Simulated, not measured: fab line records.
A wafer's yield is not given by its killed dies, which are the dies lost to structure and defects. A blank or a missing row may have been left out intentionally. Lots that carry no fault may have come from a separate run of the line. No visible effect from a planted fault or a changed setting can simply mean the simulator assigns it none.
Lot-split experiment || flow n5_finfet || 39 wafers read across 7 lots, on a route 1938 steps long

SPLIT DETAILS
At N5_FIN_SAQP_HM_DEP_72 (deposits SiO2 from SiH4/N2O, target thk 12 nm, time 7.2 s), the setting time_s was moved away from the recipe's 7.2 s on 12 of the 39 wafers read, by -57.5% to +50.8%. For the rest of the wafers, this setting stayed at what the recipe calls for.

FROM THE SPLIT TO THE READING: what the file shows between them, 4 steps
- N5_FIN_SAQP_COAT_49: time 60 s, resist thk 100 nm
- N5_FIN_SAQP_COAT_50: time 60 s, resist thk 35 nm
- N5_FIN_SAQP_ETCH_52: etches SOC in N2/H2, target depth 100 nm, overetch 20 nm, time 150 s
- N5_FIN_SAQP_STRIP_53: strips in N2/H2

THE READING
etch.depth_nm (the simulator's own value, which no gauge read), in nm, at N5_FIN_SAQP_HM_OPEN_73 (chemistry CHF3/O2, target SiO2, stops on a-Si, target depth 12 nm, time 16.8 s). No usual value for it is given in the file. The 27 wafers here that ran the recipe average 11.974 nm, standard deviation 0.16 nm.

{"wafer": "L074.1", "tool, chamber at the split": "pecvd-02, 1", "time_s as run, s": 4.293, "against the recipe": "-40.4%", "etch.depth_nm, nm": 7.017, "against lot-mates on the recipe": -4.910}
{"wafer": "L074.2", "tool, chamber at the split": "pecvd-02, 0", "time_s as run, s": 7.2, "against the recipe": "recipe", "etch.depth_nm, nm": 11.77, "against lot-mates on the recipe": "-"}
{"wafer": "L074.3", "tool, chamber at the split": "pecvd-02, 1", "time_s as run, s": 7.2, "against the recipe": "recipe", "etch.depth_nm, nm": 12.02, "against lot-mates on the recipe": "-"}
{"wafer": "L074.4", "tool, chamber at the split": "pecvd-02, 0", "time_s as run, s": 7.2, "against the recipe": "recipe", "etch.depth_nm, nm": 11.99, "against lot-mates on the recipe": "-"}
{"wafer": "L074.5", "tool, chamber at the split": "pecvd-02, 0", "time_s as run, s": 4.293, "against the recipe": "-40.4%", "etch.depth_nm, nm": 6.911, "against lot-mates on the recipe": -5.016}
{"wafer": "L074.6", "tool, chamber at the split": "pecvd-02, 1", "time_s as run, s": 4.293, "against the recipe": "-40.4%", "etch.depth_nm, nm": 7.131, "against lot-mates on the recipe": -4.796}
{"wafer": "L081.1", "tool, chamber at the split": "pecvd-02, 0", "time_s as run, s": 7.2, "against the recipe": "recipe", "etch.depth_nm, nm": 11.59, "against lot-mates on the recipe": "-"}
{"wafer": "L081.2", "tool, chamber at the split": "pecvd-02, 2", "time_s as run, s": 7.2, "against the recipe": "recipe", "etch.depth_nm, nm": 11.72, "against lot-mates on the recipe": "-"}
{"wafer": "L081.3", "tool, chamber at the split": "pecvd-02, 1", "time_s as run, s": 7.2, "against the recipe": "recipe", "etch.depth_nm, nm": 11.85, "against lot-mates on the recipe": "-"}
{"wafer": "L081.4", "tool, chamber at the split": "pecvd-02, 0", "time_s as run, s": 7.2, "against the recipe": "recipe", "etch.depth_nm, nm": 11.87, "against lot-mates on the recipe": "-"}
{"wafer": "L081.5", "tool, chamber at the split": "pecvd-02, 1", "time_s as run, s": 7.2, "against the recipe": "recipe", "etch.depth_nm, nm": 11.86, "against lot-mates on the recipe": "-"}
{"wafer": "L081.6", "tool, chamber at the split": "pecvd-02, 2", "time_s as run, s": 7.2, "against the recipe": "recipe", "etch.depth_nm, nm": 12, "against lot-mates on the recipe": "-"}
{"wafer": "L084.1", "tool, chamber at the split": "pecvd-03, 1", "time_s as run, s": 7.2, "against the recipe": "recipe", "etch.depth_nm, nm": 11.93, "against lot-mates on the recipe": "-"}
{"wafer": "L084.2", "tool, chamber at the split": "pecvd-03, 2", "time_s as run, s": 7.2, "against the recipe": "recipe", "etch.depth_nm, nm": 11.99, "against lot-mates on the recipe": "-"}
{"wafer": "L084.3", "tool, chamber at the split": "pecvd-03, 0", "time_s as run, s": 5.127, "against the recipe": "-28.8%", "etch.depth_nm, nm": 8.49, "against lot-mates on the recipe": -3.540}
{"wafer": "L084.4", "tool, chamber at the split": "pecvd-03, 1", "time_s as run, s": 5.127, "against the recipe": "-28.8%", "etch.depth_nm, nm": 8.61, "against lot-mates on the recipe": -3.420}
{"wafer": "L084.5", "tool, chamber at the split": "pecvd-03, 2", "time_s as run, s": 5.127, "against the recipe": "-28.8%", "etch.depth_nm, nm": 8.683, "against lot-mates on the recipe": -3.347}
{"wafer": "L084.6", "tool, chamber at the split": "pecvd-03, 0", "time_s as run, s": 7.2, "against the recipe": "recipe", "etch.depth_nm, nm": 12.17, "against lot-mates on the recipe": "-"}
{"wafer": "L085.1", "tool, chamber at the split": "pecvd-02, 0", "time_s as run, s": 7.2, "against the recipe": "recipe", "etch.depth_nm, nm": 11.82, "against lot-mates on the recipe": "-"}
{"wafer": "L085.2", "tool, chamber at the split": "pecvd-02, 2", "time_s as run, s": 7.2, "against the recipe": "recipe", "etch.depth_nm, nm": 12.01, "against lot-mates on the recipe": "-"}
{"wafer": "L085.3", "tool, chamber at the split": "pecvd-02, 1", "time_s as run, s": 10.86, "against the recipe": "+50.8%", "etch.depth_nm, nm": 17.98, "against lot-mates on the recipe": "+5.990"}
{"wafer": "L085.4", "tool, chamber at the split": "pecvd-02, 2", "time_s as run, s": 10.86, "against the recipe": "+50.8%", "etch.depth_nm, nm": 18.27, "against lot-mates on the recipe": "+6.280"}
{"wafer": "L085.5", "tool, chamber at the split": "pecvd-02, 0", "time_s as run, s": 10.86, "against the recipe": "+50.8%", "etch.depth_nm, nm": 18.13, "against lot-mates on the recipe": "+6.140"}
{"wafer": "L085.6", "tool, chamber at the split": "pecvd-02, 1", "time_s as run, s": 7.2, "against the recipe": "recipe", "etch.depth_nm, nm": 12.14, "against lot-mates on the recipe": "-"}
{"wafer": "L090.1", "tool, chamber at the split": "pecvd-02, 1", "time_s as run, s": 7.2, "against the recipe": "recipe", "etch.depth_nm, nm": 11.98, "against lot-mates on the recipe": "-"}
{"wafer": "L090.3", "tool, chamber at the split": "pecvd-02, 2", "time_s as run, s": 7.2, "against the recipe": "recipe", "etch.depth_nm, nm": 11.82, "against lot-mates on the recipe": "-"}
{"wafer": "L090.5", "tool, chamber at the split": "pecvd-02, 2", "time_s as run, s": 7.2, "against the recipe": "recipe", "etch.depth_nm, nm": 12.03, "against lot-mates on the recipe": "-"}
{"wafer": "L095.1", "tool, chamber at the split": "pecvd-02, 2", "time_s as run, s": 7.2, "against the recipe": "recipe", "etch.depth_nm, nm": 12.02, "against lot-mates on the recipe": "-"}
{"wafer": "L095.2", "tool, chamber at the split": "pecvd-02, 0", "time_s as run, s": 7.2, "against the recipe": "recipe", "etch.depth_nm, nm": 12.01, "against lot-mates on the recipe": "-"}
{"wafer": "L095.3", "tool, chamber at the split": "pecvd-02, 1", "time_s as run, s": 7.2, "against the recipe": "recipe", "etch.depth_nm, nm": 12.18, "against lot-mates on the recipe": "-"}
{"wafer": "L095.4", "tool, chamber at the split": "pecvd-02, 0", "time_s as run, s": 7.2, "against the recipe": "recipe", "etch.depth_nm, nm": 12.3, "against lot-mates on the recipe": "-"}
{"wafer": "L095.5", "tool, chamber at the split": "pecvd-02, 1,2", "time_s as run, s": 7.2, "against the recipe": "recipe", "etch.depth_nm, nm": 12.21, "against lot-mates on the recipe": "-"}
{"wafer": "L095.6", "tool, chamber at the split": "pecvd-02, 1,2", "time_s as run, s": 7.2, "against the recipe": "recipe", "etch.depth_nm, nm": 12.21, "against lot-mates on the recipe": "-"}
{"wafer": "L096.1", "tool, chamber at the split": "pecvd-03, 1", "time_s as run, s": 7.2, "against the recipe": "recipe", "etch.depth_nm, nm": 11.95, "against lot-mates on the recipe": "-"}
{"wafer": "L096.2", "tool, chamber at the split": "pecvd-03, 0", "time_s as run, s": 7.2, "against the recipe": "recipe", "etch.depth_nm, nm": 11.91, "against lot-mates on the recipe": "-"}
{"wafer": "L096.3", "tool, chamber at the split": "pecvd-03, 2", "time_s as run, s": 3.057, "against the recipe": "-57.5%", "etch.depth_nm, nm": 5.061, "against lot-mates on the recipe": -6.872}
{"wafer": "L096.4", "tool, chamber at the split": "pecvd-03, 2", "time_s as run, s": 3.057, "against the recipe": "-57.5%", "etch.depth_nm, nm": 5.189, "against lot-mates on the recipe": -6.744}
{"wafer": "L096.5", "tool, chamber at the split": "pecvd-03, 0", "time_s as run, s": 7.2, "against the recipe": "recipe", "etch.depth_nm, nm": 11.94, "against lot-mates on the recipe": "-"}
{"wafer": "L096.6", "tool, chamber at the split": "pecvd-03, 1", "time_s as run, s": 3.057, "against the recipe": "-57.5%", "etch.depth_nm, nm": 5.246, "against lot-mates on the recipe": -6.687}
Rows listing several chambers each stand for several wafers; the file does not say which wafer went through which chamber.

FIT RESULTS
A straight line over all 39 wafers: etch.depth_nm changes by +0.12 nm for each +1% of time_s; r = +1.00; the points scatter about the line by 0.15 nm.
The same after taking each lot's own level away (the mean of its wafers on the recipe; 39 wafers): +0.12 nm for each +1%; r = +1.00; scatter 0.11 nm.
According to that fit, moving time_s by its largest amount changes the reading by 6.9 nm.
Across the lots, their own levels run from 11.8150 to 12.1550 nm, a range of 2.1 times the standard deviation given above.
So the lot-to-lot level changes the slope little: the two slopes agree.
Check: -6.87 nm against its lot-mates is what the line predicts for one of the wafers moved furthest among these (-57.5%) when that wafer is left out of the fit. It came out at -6.87 nm against them.

THE WHOLE CHAIN: every reading that the file lists as answering this split, in the file's order
{"step": "N5_FIN_SAQP_HM_DEP_72", "what it does": "deposits SiO2 from SiH4/N2O, target thk 12 nm, time 7.2 s", "reading": "SiO2_of_FIN_SAQP_HM_DEP_72.thk_nm (the simulator's own value, which no gauge read)", "change (the file's fit)": "+0.12 nm for each +1% of the setting", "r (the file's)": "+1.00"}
{"step": "N5_FIN_SAQP_HM_OPEN_73", "what it does": "chemistry CHF3/O2, target SiO2, stops on a-Si, target depth 12 nm, time 16.8 s", "reading": "etch.depth_nm (the simulator's own value, which no gauge read)", "change (the file's fit)": "+0.12 nm for each +1% of the setting", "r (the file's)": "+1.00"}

THE FILE'S OWN FIT
etch.depth_nm changes by +0.12 nm for each +1% of time_s, r = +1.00.
